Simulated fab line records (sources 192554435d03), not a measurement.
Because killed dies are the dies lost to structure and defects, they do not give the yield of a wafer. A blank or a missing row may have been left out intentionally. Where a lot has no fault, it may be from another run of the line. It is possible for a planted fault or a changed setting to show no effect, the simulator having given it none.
Which tool is to blame?	flow n5_finfet	12 lots, 36 wafers sampled, at 3 steps of a route of 1938

## WHAT EACH GAUGE READ, for each wafer
N5_BEOL_M6_THK_MEAS_01.
lot	measured	on	M6_ILD_THK (nm)
L074	day 8 14:17	film_metro-02	152.9 153.0 154.4
L077	day 9 08:20	film_metro-01	156.3 153.7 155.6
L080	day 9 16:23	film_metro-01	152.7 157.5 156.8
L081	day 10 09:50	film_metro-01	158.0 159.0 159.5
L083	day 10 18:59	film_metro-01	155.5 155.2 158.3
L084	day 11 14:33	film_metro-01	152.2 153.3 152.9
L087	day 11 20:23	film_metro-02	152.4 156.6 157.7
L088	day 12 18:01	film_metro-02	155.9 158.6 157.7
L091	day 13 03:08	film_metro-01	155.4 154.8 154.4
L094	day 13 18:02	film_metro-02	155.1 157.6 155.4
L095	day 14 00:53	film_metro-02	153.7 153.7 154.8
L097	day 14 09:31	film_metro-02	149.6 152.8 152.9

## WHAT TOOL EACH LOT RAN ON (gives the tool, then ch and the chambers of the sampled wafers, and finally the start)
lot	N5_BEOL_M5_CMP_52	N5_BEOL_M5_PRE_CLEAN_77
L074	cmp-04 ch 1,2, day 8 13:01	cvd_co-01 ch 0,1, day 8 13:20
L077	cmp-02 ch 0,1, day 9 06:37	cvd_co-01 ch 0,2, day 9 06:57
L080	cmp-04 ch 0,1, day 9 15:11	cvd_co-02 ch 0,1,2, day 9 15:31
L081	cmp-04 ch 0,1,3, day 10 08:35	cvd_co-02 ch 0,1,2, day 10 08:58
L083	cmp-02 ch 0,1,2, day 10 17:50	cvd_co-02 ch 0,1,2, day 10 18:07
L084	cmp-04 ch 1,2,3, day 11 13:23	cvd_co-02 ch 0,2, day 11 13:41
L087	cmp-02 ch 1,3, day 11 19:05	cvd_co-01 ch 0,1, day 11 19:25
L088	cmp-02 ch 1,2, day 12 16:02	cvd_co-02 ch 0,2, day 12 16:20
L091	cmp-04 ch 1,2,3, day 13 02:01	cvd_co-02 ch 0,2, day 13 02:16
L094	cmp-03 ch 0,2,3, day 13 16:15	cvd_co-01 ch 1,2, day 13 16:30
L095	cmp-02 ch 0,2,3, day 13 23:44	cvd_co-02 ch 0,1, day 13 23:59
L097	cmp-04 ch 0,1,2, day 14 08:15	cvd_co-01 ch 0,2, day 14 08:29
- N5_BEOL_M5_CMP_52: polishes, stops on SiCOH lowk, t overpolish 6.9 s, target thk 62 nm.
- N5_BEOL_M5_PRE_CLEAN_77: time 15 s.

## THE ANSWER, worked out from the rows above alone
Rule: the lots themselves supply what counts as usual. Put in order of their means at a reading, lots are off if they are a third of the lots or fewer, leave a main group of 4 or more, and stand apart from it by a gap of 3 or more times the standard deviation of the main group's means; of several such gaps the widest counts. A main group is skipped when, at the precision printed for the reading in the tables above, its means are all equal. A lot without any number at a reading at which 4 lots or more have one is off too. Any other lot the step has rows for is counted as sound.
No lot is off on any of the readings shown, so nothing can be concluded from this.

## WHAT WAS PUT IN BY THE SIMULATOR
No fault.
